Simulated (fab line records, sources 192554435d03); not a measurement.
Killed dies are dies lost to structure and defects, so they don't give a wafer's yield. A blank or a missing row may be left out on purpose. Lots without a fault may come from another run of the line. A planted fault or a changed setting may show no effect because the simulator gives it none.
fab line records | flow n5_finfet
record lots=7 wafers=39
route steps=1938 shown ZERO_LAYER@4 MOL_CONTACT_COAG@537 BEOL_M6@1239 BEOL_M9@1460 BEOL_M12@1637
start_h: hours from the record's first day to the start of the lot's first wafer shown | wait_h: hours since the lot's step before | " the same as in the row above | L1.1+2: a row that stands for several wafers | - no value, or no start given | * or withheld: withheld | < > ~ a bound
route shown NAME@n: a module of which the file shows steps, and the number in the route of the first | usual: mean/standard deviation of fault-free wafers | same: alike in all rows | chamber/n: place in a boat | sites: the reading at each site | _std_site: their standard deviation | _edge_site: outer sites' mean less inner sites' | radius_mm: how far each site lies from the wafer's centre | mask NAME#n: copy n | behind: the tool/chamber that last shaped the wafer | hold: why the lot was held/for how many hours/how that ended | device: the transistor (n, p or np) that didn't switch | end of line: the same wafers' tests at the end of the route | a step without rows: its recipe alone | killed: dies lost to structure and defects at the first sort, not the wafer's yield | map: a wafer's dies, x killed, . not, _ none there
set.NAME: the setting as run; set.NAME@STEP: as run at that earlier step | model.NAME: the simulator's own value behind a step, which no gauge read
lots whose settings were changed on purpose; a table a step, a row a wafer
## steps
# step N5_ZERO_LAYER_PECVD_02
# recipe material=SiO2 target_thk_a=100 temp_c=400 precursor=SiH4/N2O pressure_torr=0.75 rf_w=275 time_s=6
# columns lot.wafer tool chamber start_h wait_h set.time_s model.SiO2_of_ZERO_LAYER_PECVD_02.thk_nm
L079.1 pecvd-01 2 42.28 0.0 6 9.922
L079.2 " 1 " " 8.634 14.47
L079.3 " 0 " " 6 9.854
L079.4 " 2 " " 8.634 14.55
L079.5 " 1 " " 6 10.17
L079.6 " 0 " " 8.634 14.32
L080.1 pecvd-01 2 48.28 0.0 6 9.687
L080.2 " 1 " " 8.847 14.71
L080.3 " 0 " " 6 9.785
L080.4 " 2 " " 8.847 14.61
L080.5 " 0 " " 8.847 14.57
L080.6 " 1 " " 6 10.02
L083.2 pecvd-01 2 66.28 0.0 6 9.756
L083.4 " 2 " " 6 9.924
L083.6 " 0 " " 6 9.879
L084.1+4 pecvd-03 1,2 72.28 0.0 6 10.18
L084.2 " 2 " " 6 10.01
L084.3 " 0 " " 6 10.15
L084.5 " 1 " " 6 10.25
L084.6 " 0 " " 6 10.23
L091.1 pecvd-01 1 114.28 0.0 6 9.9
L091.2 " 2 " " 6 9.566
L091.3 " 0 " " 9.544 15.48
L091.4 " 2 " " 9.544 15.53
L091.5 " 0 " " 6 9.717
L091.6 " 1 " " 9.544 16.19
L092.1 pecvd-01 2 120.30 0.0 4.096 6.56
L092.2 " 1 " " 6 9.994
L092.3 " 0 " " 4.096 6.398
L092.4 " 1 " " 6 10.33
L092.5 " 0 " " 6 9.85
L092.6 " 2 " " 4.096 6.809
L097.1 pecvd-01 2 150.30 0.0 4.89 8.18
L097.2 " 1 " " 6 10.13
L097.3 " 0 " " 6 9.991
L097.4 " 0 " " 4.89 8.363
L097.5 " 2 " " 4.89 8.267
L097.6 " 1 " " 6 10.31
# step N5_MOL_CONTACT_COAG_ETCH_15
# recipe chemistry=CH3F/O2 target=SiNx target_depth_a=70 mask_material=SOC stop_on=Si:P over_etch_frac=0.75 ion_energy_ev=120 pressure_mtorr=30 source_w=395 bias_w=73 Ar_flow_sccm=150 CH3F_flow_sccm=30 O2_flow_sccm=20
# columns lot.wafer tool chamber start_h wait_h set.target_depth_a model.SOC_of_MOL_CONTACT_COAG_COAT_103.thk_nm
L079.1 rie_diel-03 2 119.96 0.0 70 74.6
L079.2+3+4+5+6 " 1,0,3,3,0 " " 70 74.8
L080.1+3+4 rie_diel-01 1,3,0 127.81 0.0 70 75
L080.2+6 " 0,1 " " 70 74.8
L080.5 " 3 " " 70 75.2
L083.2+4 rie_diel-05 1,2 140.16 0.0 70 75.2
L083.6 " 2 " " 70 74.8
L084.1+2 rie_diel-03 0,2 146.93 0.0 70 75
L084.3+4 " 3,1 " " 70 74.8
L084.5 " 1 " " 70 75.2
L084.6 " 0 " " 70 75.4
L091.1+4 rie_diel-03 3 192.25 0.0 29.21 77.2
L091.2 " 1 " " 70 75.2
L091.3 " 0 " " 29.21 77.4
L091.5 " 0 " " 70 75.6
L091.6 " 1 " " 70 75
L092.1 rie_diel-05 3 195.30 0.0 84.93 74
L092.2 " 2 " " 70 74.8
L092.3+4 " 1,0 " " 84.93 74.6
L092.5 " 2 " " 70 75
L092.6 " 3 " " 70 74.6
L097.1 rie_diel-05 1 228.64 0.0 34.86 77
L097.2 " 2 " " 70 75
L097.3 " 1 " " 70 75.2
L097.4 " 2 " " 34.86 76.6
L097.5 " 2 " " 70 74.8
L097.6 " 1 " " 34.86 76.8
# step N5_BEOL_M6_TRENCH_ETCH_37
# recipe chemistry=C4F6/O2 target_depth_a=944.35 target=SiCOH_lowk time_s=31.5 ion_energy_ev=250 pressure_mtorr=30 source_w=345 bias_w=185 Ar_flow_sccm=300 C4F6_flow_sccm=10 O2_flow_sccm=10
# columns lot.wafer tool chamber start_h wait_h set.target_depth_a model.BEOL_M6.feature_depth_nm model.etch.depth_nm model.TiN_of_BEOL_M6_HM_DEP_02.thk_nm
L080.1 rie_diel-05 2 - - 944.35 94.4 94.3 17
L080.2 " 1 " " 1398 132 132.1 15.8
L080.3 " 3 " " 1398 140.6 140.6 15.8
L080.4 " 0 " " 944.35 89 89.08 17.8
L080.5 " 0 " " 944.35 89.8 89.89 17.4
L080.6 " 3 " " 1398 140 140 15.8
L079.1 rie_diel-03 0 - - 944.35 92 92.06 17.8
L079.2 " 3 " " 944.35 94.2 94.28 17.6
L079.3 " 2 " " 944.35 95.8 95.75 17.4
L079.4 " 1 " " 944.35 95.4 95.35 17.6
L079.5 " 0 " " 944.35 92.2 92.27 17.8
L079.6 " 3 " " 944.35 94.4 94.31 17.4
L083.2 rie_diel-03 0 - - 944.35 91.8 91.75 17.4
L083.4 " 3 " " 944.35 93.8 93.9 17.4
L083.6 " 0 " " 944.35 91.6 91.51 17.4
L084.1 rie_diel-05 3 - - 944.35 93.8 93.89 17.6
L084.2 " 1 " " 1297 122.4 122.5 16.6
L084.3 " 3 " " 944.35 93.4 93.44 17.8
L084.4 " 1 " " 944.35 89 88.93 17.4
L084.5 " 1 " " 1297 123.2 123.2 16.6
L084.6 " 3 " " 1297 127.8 127.7 16.6
L091.1 rie_diel-01 2 - - 944.35 96 96.09 17
L091.2 " 3 " " 1262 122.4 122.3 15.8
L091.3 " 1 " " 1262 122.8 122.7 16.2
L091.4 " 1 " " 944.35 91.2 91.12 17
L091.5 " 2 " " 944.35 96 95.94 17
L091.6 " 3 " " 1262 121.4 121.4 16.2
L092.1 rie_diel-03 3 - - 944.35 93.2 93.23 17.2
L092.2 " 0 " " 1186 116 116 16.8
L092.3 " 1 " " 1186 122 121.9 16.4
L092.4 " 2 " " 1186 117.8 117.8 16.2
L092.5 " 2 " " 944.35 94 93.9 17
L092.6 " 1 " " 944.35 97.4 97.46 17.2
L097.1 rie_diel-05 2 - - 1307 130.6 130.6 16.8
L097.2 " 0 " " 944.35 91 91.03 18
L097.3 " 3 " " 1307 131.2 131.2 16.4
L097.4 " 0 " " 944.35 90.6 90.68 17.8
L097.5 " 2 " " 1307 130.8 130.9 16.8
L097.6 " 3 " " 944.35 96 95.99 17.8
# step N5_BEOL_M6_ETCH_41
# recipe chemistry=CH3F/O2 target=SiCN target_depth_a=297 taper_deg=2 time_s=52 ion_energy_ev=120 mask_material=TiN pressure_mtorr=30 source_w=395 bias_w=75 Ar_flow_sccm=150 CH3F_flow_sccm=30 O2_flow_sccm=20
# step N5_BEOL_M6_STRIP_80
# recipe chemistry=N2/H2 time_s=10 power_w=450 temp_c=40 pressure_mtorr=20 rf_frequency_hz=6e+07 bias_power_w=7 n2_flow_sccm=200 h2_flow_sccm=200
# step N5_BEOL_M6_OCD_MEAS_38
# usual trench_depth_nm=93.2/2.1
# columns lot.wafer tool chamber start_h wait_h set.target_depth_a@BEOL_M6_TRENCH_ETCH_37 trench_depth_nm
L080.1 ocd-02 - 217.09 - 944.35 94.0
L080.2 " - " " 1398 132.6
L080.3 " - " " 1398 140.8
L080.4 " - " " 944.35 89.2
L080.5 " - " " 944.35 90.3
L080.6 " - " " 1398 140.3
L079.1 ocd-02 - 221.15 - 944.35 92.5
L079.2 " - " " 944.35 93.8
L079.3 " - " " 944.35 95.5
L079.4 " - " " 944.35 95.2
L079.5 " - " " 944.35 92.2
L079.6 " - " " 944.35 93.9
L083.2 ocd-01 - 240.63 - 944.35 91.6
L083.4 " - " " 944.35 93.7
L083.6 " - " " 944.35 91.2
L084.1 ocd-01 - 244.18 - 944.35 93.6
L084.2 " - " " 1297 122.5
L084.3 " - " " 944.35 93.3
L084.4 " - " " 944.35 89.1
L084.5 " - " " 1297 123.2
L084.6 " - " " 1297 127.6
L091.1 ocd-01 - 307.21 - 944.35 95.7
L091.2 " - " " 1262 122.0
L091.3 " - " " 1262 122.5
L091.4 " - " " 944.35 91.3
L091.5 " - " " 944.35 95.2
L091.6 " - " " 1262 121.2
L092.1 ocd-02 - 310.47 - 944.35 93.2
L092.2 " - " " 1186 115.9
L092.3 " - " " 1186 122.2
L092.4 " - " " 1186 117.5
L092.5 " - " " 944.35 93.8
L092.6 " - " " 944.35 97.7
L097.1 ocd-02 - 336.69 - 1307 130.3
L097.2 " - " " 944.35 91.2
L097.3 " - " " 1307 131.3
L097.4 " - " " 944.35 90.3
L097.5 " - " " 1307 131.0
L097.6 " - " " 944.35 95.6
# step N5_BEOL_M6_HM_STRIP_39
# recipe chemistry=peroxide_tin_strip material=TiN target_depth_a=250 temp_c=50 time_s=158
# step N5_BEOL_M6_SRD_40
# recipe time_s=30 temp_c=23 rinse_liquid=diw dry=ipa_marangoni
# step N5_BEOL_M6_ECD_50
# recipe material=Cu target_thk_a=3000
# step N5_BEOL_M6_ANNEAL_51
# recipe temp_c=225 time_s=90 ambient=N2
# step N5_BEOL_M6_CMP_52
# recipe stop_on=SiCOH_lowk t_overpolish_s=6.9 down_force_psi=1 platen_rpm=50 clearing_platen_down_force_psi=1.5 clearing_platen_rpm=50 post_cmp_clean=cu_alkaline target_thk_nm=80 clearing_platen_pad_velocity_m_s=0.99484 pad_velocity_m_s=0.99484
# columns lot.wafer tool chamber start_h wait_h set.target_depth_a@BEOL_M6_TRENCH_ETCH_37 model.Cu_of_BEOL_M6_ECD_50.thk_nm
L080.4 cmp-03 1 219.39 0.1 944.35 73.2
L080.1 " 2 " " 944.35 80
L080.3 " 3 " " 1398 125
L080.2 " 0 " " 1398 118.6
L080.6 " 1 " " 1398 123.6
L080.5 " 2 " " 944.35 74.8
L079.3+4 cmp-03 1,3 223.56 0.2 944.35 81
L079.2+6 " 2 " " 944.35 80
L079.1 " 0 " " 944.35 79
L079.5 " 1 " " 944.35 78.4
L083.2 cmp-01 2 244.27 0.2 944.35 77
L083.4 " 3 " " 944.35 79.2
L083.6 " 2 " " 944.35 77.4
L084.1 cmp-01 2 247.33 0.3 944.35 79.6
L084.3 " 3 " " 944.35 78.2
L084.4 " 0 " " 944.35 72.2
L084.2 " 1 " " 1297 108.2
L084.6 " 2 " " 1297 112.8
L084.5 " 3 " " 1297 108.6
L091.4 cmp-03 0 312.59 0.1 944.35 79
L091.3 " 1 " " 1262 109.6
L091.2 " 2 " " 1262 109.2
L091.1 " 3 " " 944.35 81.6
L091.6 " 0 " " 1262 109.8
L091.5 " 1 " " 944.35 83
L092.2 cmp-03 3 313.41 0.2 1186 102.6
L092.1 " 0 " " 944.35 80
L092.4 " 1 " " 1186 103
L092.3 " 2 " " 1186 106.2
L092.6 " 3 " " 944.35 83.2
L092.5 " 0 " " 944.35 80.4
L097.3 cmp-03 1 338.86 0.3 1307 115
L097.2 " 2 " " 944.35 76.6
L097.4 " 3 " " 944.35 75.6
L097.1 " 0 " " 1307 117
L097.5 " 1 " " 1307 115.4
L097.6 " 2 " " 944.35 81.2
# step N5_BEOL_M6_THK_MEAS_53
# recipe thk_meas_gauge=xrf reads=Cu_of_BEOL_M6_ECD_50
# usual M6_THK=78.3/2.6
# columns lot.wafer tool chamber start_h wait_h set.target_depth_a@BEOL_M6_TRENCH_ETCH_37 M6_THK[nm]
L080.1 film_metro-01 - 219.69 - 944.35 80.0
L080.2 " - " " 1398 118.7
L080.3 " - " " 1398 124.7
L080.4 " - " " 944.35 73.2
L080.5 " - " " 944.35 74.7
L080.6 " - " " 1398 123.7
L079.1 film_metro-02 - 223.85 - 944.35 79.5
L079.2 " - " " 944.35 80.2
L079.3 " - " " 944.35 81.1
L079.4 " - " " 944.35 81.4
L079.5 " - " " 944.35 78.9
L079.6 " - " " 944.35 80.3
L083.2 film_metro-01 - 244.53 - 944.35 77.1
L083.4 " - " " 944.35 79.2
L083.6 " - " " 944.35 77.4
L084.1 film_metro-02 - 247.62 - 944.35 80.2
L084.2 " - " " 1297 108.4
L084.3 " - " " 944.35 78.3
L084.4 " - " " 944.35 72.2
L084.5 " - " " 1297 109.1
L084.6 " - " " 1297 113.6
L091.1 film_metro-01 - 312.88 - 944.35 80.7
L091.2 " - " " 1262 107.6
L091.3 " - " " 1262 107.9
L091.4 " - " " 944.35 78.3
L091.5 " - " " 944.35 81.8
L091.6 " - " " 1262 108.8
L092.1 film_metro-02 - 313.71 - 944.35 80.6
L092.2 " - " " 1186 103.2
L092.3 " - " " 1186 107.5
L092.4 " - " " 1186 103.8
L092.5 " - " " 944.35 81.2
L092.6 " - " " 944.35 84.2
L097.1 film_metro-02 - 339.16 - 1307 117.2
L097.2 " - " " 944.35 77.0
L097.3 " - " " 1307 115.8
L097.4 " - " " 944.35 75.9
L097.5 " - " " 1307 116.4
L097.6 " - " " 944.35 81.5
# step N5_BEOL_M6_PRE_CLEAN_55
# recipe gas=NH3 time_s=15 temp_c=withheld rf_power_w=300
# step N5_BEOL_M6_DEP_56
# recipe material=SiCN target_thk_a=100 temp_c=withheld precursor=3MS/NH3 pressure_torr=3 rf_w=202 time_s=17.5
# step N5_BEOL_M6_RS_MEAS_57
# recipe thk_meas_gauge=four-point-probe reads=Cu_of_BEOL_M6_ECD_50+Co_of_BEOL_M6_CVD_78+TaN_of_BEOL_M6_ALD_77
# usual M6_RS=0.294/0.011
# columns lot.wafer tool chamber start_h wait_h set.target_depth_a@BEOL_M6_TRENCH_ETCH_37 M6_RS[ohm/sq]
L080.1 film_metro-01 - 219.82 0.1 944.35 0.286
L080.2 " - " " 1398 0.183
L080.3 " - " " 1398 0.172
L080.4 " - " " 944.35 0.318
L080.5 " - " " 944.35 0.311
L080.6 " - " " 1398 0.174
L079.1 film_metro-01 - 223.98 0.1 944.35 0.291
L079.2 " - " " 944.35 0.287
L079.3 " - " " 944.35 0.283
L079.4 " - " " 944.35 0.283
L079.5 " - " " 944.35 0.293
L079.6 " - " " 944.35 0.287
L083.2 film_metro-01 - 244.66 0.1 944.35 0.300
L083.4 " - " " 944.35 0.291
L083.6 " - " " 944.35 0.299
L084.1 film_metro-01 - 247.75 0.1 944.35 0.288
L084.2 " - " " 1297 0.202
L084.3 " - " " 944.35 0.294
L084.4 " - " " 944.35 0.323
L084.5 " - " " 1297 0.201
L084.6 " - " " 1297 0.193
L091.1 film_metro-02 - 313.01 0.1 944.35 0.279
L091.2 " - " " 1262 0.200
L091.3 " - " " 1262 0.200
L091.4 " - " " 944.35 0.290
L091.5 " - " " 944.35 0.274
L091.6 " - " " 1262 0.199
L092.1 film_metro-02 - 313.84 0.1 944.35 0.287
L092.2 " - " " 1186 0.215
L092.3 " - " " 1186 0.207
L092.4 " - " " 1186 0.214
L092.5 " - " " 944.35 0.284
L092.6 " - " " 944.35 0.273
L097.1 film_metro-01 - 339.29 0.1 1307 0.185
L097.2 " - " " 944.35 0.301
L097.3 " - " " 1307 0.188
L097.4 " - " " 944.35 0.306
L097.5 " - " " 1307 0.187
L097.6 " - " " 944.35 0.281
# step N5_BEOL_M9_CVD_78
# recipe material=Co target_thk_a=20 temp_c=withheld precursor=CCTBA/H2 pressure_torr=30 time_s=138.9
# columns lot.wafer tool chamber start_h wait_h set.target_thk_a model.Co_of_BEOL_M9_CVD_78.thk_nm
L080.1+2+5 cvd_co-02 1,0,1 245.23 0.3 20 2
L080.3+4+6 " 2,2,0 " " 11.07 1
L079.1 cvd_co-01 1 245.83 0.0 20 1.8
L079.2 " 0 " " 12.67 1.4
L079.3 " 2 " " 12.67 1.2
L079.4+6 " 0,2 " " 20 2
L079.5 " 1 " " 12.67 1
L084.1+3 cvd_co-02 0,1 268.52 0.0 20 2
L084.2+5 " 2,0 " " 16.53 1.8
L084.4 " 1 " " 16.53 1.6
L084.6 " 2 " " 20 1.8
L083.2+4 cvd_co-01 0 268.90 0.1 20 2
L083.6 " 1 " " 20 1.8
L091.1 cvd_co-01 2 340.84 0.2 20 1.8
L091.2+6 " 0,2 " " 20 2
L091.3+4+5 " 0,2,0 " " 11.59 1
L092.1+6 cvd_co-02 1 340.98 0.2 20 2
L092.2 " 0 " " 27.92 3
L092.3 " 2 " " 20 2.2
L092.4+5 " 2,0 " " 27.92 2.8
L097.1+3+6 cvd_co-01 1,2,0 362.83 0.0 9.549 0.8
L097.2+5 " 0,2 " " 20 1.8
L097.4 " 1 " " 20 2
# step N5_BEOL_M12_ETCH_68
# recipe chemistry=N2/H2 target=SOC mask_material=SiARC source_w=3000 bias_w=350 temp_c=40 time_s=285 ion_energy_ev=200 pressure_mtorr=30 n2_flow_sccm=200 h2_flow_sccm=200
# columns lot.wafer tool chamber start_h wait_h set.target_depth_a model.SiARC_of_BEOL_M12_COAT_66.thk_nm
L080.1 rie_diel-05 0 262.21 0.1 5700 85.6
L080.2 " 2 " " 2922 96.8
L080.3+4 " 1,3 " " 2922 97.6
L080.5 " 3 " " 5700 86.2
L080.6 " 2 " " 5700 85.2
L079.1+2 rie_diel-01 2,3 266.46 0.1 5700 86
L079.3 " 1 " " 3855 93.8
L079.4 " 0 " " 5700 86.6
L079.5+6 " 3,2 " " 3855 93.6
L083.2 rie_diel-01 2 294.56 0.1 5700 86.2
L083.4 " 3 " " 5700 86.4
L083.6 " 1 " " 5700 86.6
L084.1 rie_diel-01 1 295.76 0.1 3416 96
L084.2 " 2 " " 5700 86
L084.3 " 3 " " 5700 86.6
L084.4 " 2 " " 5700 85.8
L084.5 " 1 " " 3416 95.8
L084.6 " 3 " " 3416 96.2
L091.1+4+5 rie_diel-05 0,3,0 357.83 0.1 5700 86.4
L091.2+6 " 3,1 " " 5700 86.6
L091.3 " 1 " " 5700 86.8
L092.1 rie_diel-01 1 358.96 0.1 5700 86.8
L092.2 " 2 " " 5700 85.4
L092.3 " 3 " " 5700 85.8
L092.4 " 0 " " 5700 84.6
L092.5 " 0 " " 5700 84.4
L092.6 " 1 " " 5700 86
L097.1+6 rie_diel-03 1 387.27 0.1 7828 76
L097.2 " 0 " " 7828 76.2
L097.3 " 3 " " 5700 85.6
L097.4+5 " 2 " " 5700 84.8
## key
split step=N5_ZERO_LAYER_PECVD_02 setting=time_s stated=6 by=wafer
response step=N5_ZERO_LAYER_PECVD_02 reading=model.SiO2_of_ZERO_LAYER_PECVD_02.thk_nm change=+0.102 per=1% r=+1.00
split step=N5_MOL_CONTACT_COAG_ETCH_15 setting=target_depth_a stated=70 by=wafer
response step=N5_MOL_CONTACT_COAG_ETCH_15 reading=model.SOC_of_MOL_CONTACT_COAG_COAT_103.thk_nm change=-0.0338 per=1% r=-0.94
split step=N5_BEOL_M6_TRENCH_ETCH_37 setting=target_depth_a stated=944.35 by=wafer
response step=N5_BEOL_M6_TRENCH_ETCH_37 reading=model.BEOL_M6.feature_depth_nm change=+0.927 per=1% r=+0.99
response step=N5_BEOL_M6_TRENCH_ETCH_37 reading=model.etch.depth_nm change=+0.927 per=1% r=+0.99
response step=N5_BEOL_M6_TRENCH_ETCH_37 reading=model.TiN_of_BEOL_M6_HM_DEP_02.thk_nm change=-0.03 per=1% r=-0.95
response step=N5_BEOL_M6_OCD_MEAS_38 reading=trench_depth_nm change=+0.93 per=1% r=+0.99
response step=N5_BEOL_M6_CMP_52 reading=model.Cu_of_BEOL_M6_ECD_50.thk_nm change=+0.928 per=1% r=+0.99
response step=N5_BEOL_M6_THK_MEAS_53 reading=M6_THK change=+0.929 per=1% r=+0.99
response step=N5_BEOL_M6_RS_MEAS_57 reading=M6_RS change=-0.00269 per=1% r=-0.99
split step=N5_BEOL_M9_CVD_78 setting=target_thk_a stated=20 by=wafer
response step=N5_BEOL_M9_CVD_78 reading=model.Co_of_BEOL_M9_CVD_78.thk_nm change=+0.0208 per=1% r=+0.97
split step=N5_BEOL_M12_ETCH_68 setting=target_depth_a stated=5700 by=wafer
response step=N5_BEOL_M12_ETCH_68 reading=model.SiARC_of_BEOL_M12_COAT_66.thk_nm change=-0.24 per=1% r=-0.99
